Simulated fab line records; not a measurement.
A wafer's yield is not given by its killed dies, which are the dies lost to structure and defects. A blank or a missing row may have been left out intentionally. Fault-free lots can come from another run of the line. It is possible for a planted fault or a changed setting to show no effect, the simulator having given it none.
What tool caused it? -- flow nand_harc -- 7 lots, 21 wafers sampled, at 3 steps of a route of 1159

== WHAT THE GAUGES SHOWED, per wafer ==
NHARC_P_STI_INSPECT_25.
lot,measured,on,raw_defect_count
L734,day 4 02:33,defect_inspect-02,195 252 173
L738,day 4 23:40,defect_inspect-02,226 200 198
L749,day 7 18:04,defect_inspect-02,198 312 195
L752,day 8 12:13,defect_inspect-02,373 247 350
L754,day 9 00:34,defect_inspect-01,226 393 168
L756,day 9 12:47,defect_inspect-02,153 104 145

== WHICH TOOL RAN EACH LOT (tool, then ch and the chambers of the sampled wafers, then the start) ==
lot,NHARC_P_ZERO_WELL_DEVELOP_10,NHARC_P_ZERO_WELL_ETCH_63
L734,"litho_track-02 ch 0, day 1 19:00","rie_si-06 ch 0,2,3, day 1 19:32"
L738,"litho_track-02 ch 0, day 2 19:00","rie_si-04 ch 0,1,2, day 2 19:38"
L741,"litho_track-07, day 3 13:00","rie_si-04 ch 0,3, day 3 13:40"
L749,"litho_track-07 ch 0, day 5 13:00","rie_si-04 ch 0,1,2, day 5 13:35"
L752,"litho_track-02 ch 0, day 6 07:00","rie_si-06 ch 2,3, day 6 07:40"
L754,"litho_track-05 ch 0, day 6 19:00","rie_si-01 ch 0,2,3, day 6 19:40"
L756,"litho_track-02 ch 0, day 7 07:00","rie_si-01 ch 0,3, day 7 07:39"
- NHARC_P_ZERO_WELL_DEVELOP_10: time 50 s.
- NHARC_P_ZERO_WELL_ETCH_63: etches the open film in HBr/Cl2, target depth 120 nm, time 40.1 s.

== THE ANSWER, worked out from the rows above alone ==
Rule: what is usual is taken from the lots themselves. The widest of any qualifying gaps counts: lots, ordered by their means at a reading, are off when they make up no more than a third of the lots, leave a main group of 4 or more, and stand apart from it by 3 or more times the standard deviation of that group's means. Not used: any main group whose means are identical at the precision the tables above print for the reading. A lot without any number at a reading at which 4 lots or more have one is off too. The other lots that the step has rows for count as sound.
Nothing can be told from this: no lot is off at any reading shown.

== WHAT HAD BEEN PUT IN BY THE SIMULATOR ==
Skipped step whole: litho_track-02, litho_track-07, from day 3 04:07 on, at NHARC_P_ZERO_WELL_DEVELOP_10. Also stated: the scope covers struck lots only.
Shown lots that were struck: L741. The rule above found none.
